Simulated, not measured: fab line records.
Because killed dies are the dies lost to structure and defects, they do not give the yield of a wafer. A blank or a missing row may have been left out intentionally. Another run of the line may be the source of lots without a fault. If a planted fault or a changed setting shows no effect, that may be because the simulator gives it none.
Problem report in the 8D (eight disciplines) form, filled by code -- flow n5-finfet -- the parts of the form that need people (team, actions taken, sign-off) are left out

== 1. THE ISSUE ==
Mean of bias-w at N5_BEOL_M0_SAQP_ETCH_107: 54.94 W across 6 wafers in 2 lots; on wafers with no fault it is 72.99 W (standard deviation 0.22). That is -82 standard deviations from the usual mean.
The step: etches SiNx in CH3F/O2, target depth 30 nm.
The first sign was on wafer L435.2 at day 8 19:40, on rie-diel-05. The record has a number at this step for 24 wafers belonging to 8 lots. Rule for "out", or "out of limits": more than 4 standard deviations from the usual mean. The rest of the wafers with a number are treated as sound.

== 2. WHAT IT IS, AND WHAT IT ISN'T ==
question,is,is not
which readings at this step,"bias-w, rf-vpp-V","drypump-motor-current-A, oes-product-au, showerhead-plenum-p-Torr, throttle-valve-pct"
which lots,"L435, L436","L425, L426, L428, L437, L442, L444"
which wafers of those lots,all that have a number,-
read on which tools,rie-diel-05,"rie-diel-02, rie-diel-06"
when,from day 8 19:40,"up to then (9 sound wafers); but 9 sound wafers of L437, L442, L444 came after"

== 3. SUSPECTS, AND WHAT RULES EACH OUT ==
Counting: any tool at a process step up to the reading is kept as a suspect provided that every lot that is out went through it and no sound lot did after the first of them.
- rie-diel-05 at N5_BEOL_M0_SAQP_ETCH_106 (etches SOC in N2/H2, stops on SiNx, target depth 150 nm): kept. All lots that are out passed through it, beginning with L435 at day 8 19:36, and no sound lot followed; its final sound lot before that point was L428 at day 6 12:17.
- rie-diel-05 at N5_BEOL_M0_SAQP_ETCH_107 (etches SiNx in CH3F/O2, target depth 30 nm): kept. All lots that are out passed through it, beginning with L435 at day 8 19:40, and no sound lot followed; its final sound lot before that point was L428 at day 6 12:20. On those wafers its own readings are out: bias-w, rf-vpp-V.
What counting leaves: rie-diel-05 at N5_BEOL_M0_SAQP_ETCH_106 and rie-diel-05 at N5_BEOL_M0_SAQP_ETCH_107.

== 4. THE CAUSE (what the simulator had put in) ==
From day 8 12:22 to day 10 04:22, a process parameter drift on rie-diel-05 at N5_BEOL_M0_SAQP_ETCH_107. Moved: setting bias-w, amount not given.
After counting, 2 suspects remain, this tool included.

== 5. THE EFFECT CHAIN, in route order ==
Each row: a reading whose mean over the struck wafers that have a number lies more than 3 standard deviations from the usual. Only readings for which the record gives a usual standard deviation are gone through. hours: the time from each lot's start at the first step in this table that gives one to its start at this step, as a median over the lots. sigmas: the change in usual standard deviations.
hours,step,reading,usual,on struck wafers,change,sigmas
0,N5_BEOL_M0_SAQP_ETCH_107,bias-w,72.99 W,54.94,-18.05,-82
0,N5_BEOL_M0_SAQP_ETCH_107,rf-vpp-V,296.3 V,236.8,-59.6,-26
Process steps it contains:
- N5_BEOL_M0_SAQP_ETCH_107: etches SiNx in CH3F/O2, target depth 30 nm.
At these later measuring or inspecting steps, every struck wafer for which the step has a row has a number for every such reading, and none has moved that far: N5_BEOL_M4_RC_MEAS_101.

== 6. WHAT WOULD HAVE CAUGHT IT SOONER ==
First out-of-limits reading in this record: day 8 19:40, which is 7 hours after fault onset at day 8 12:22.
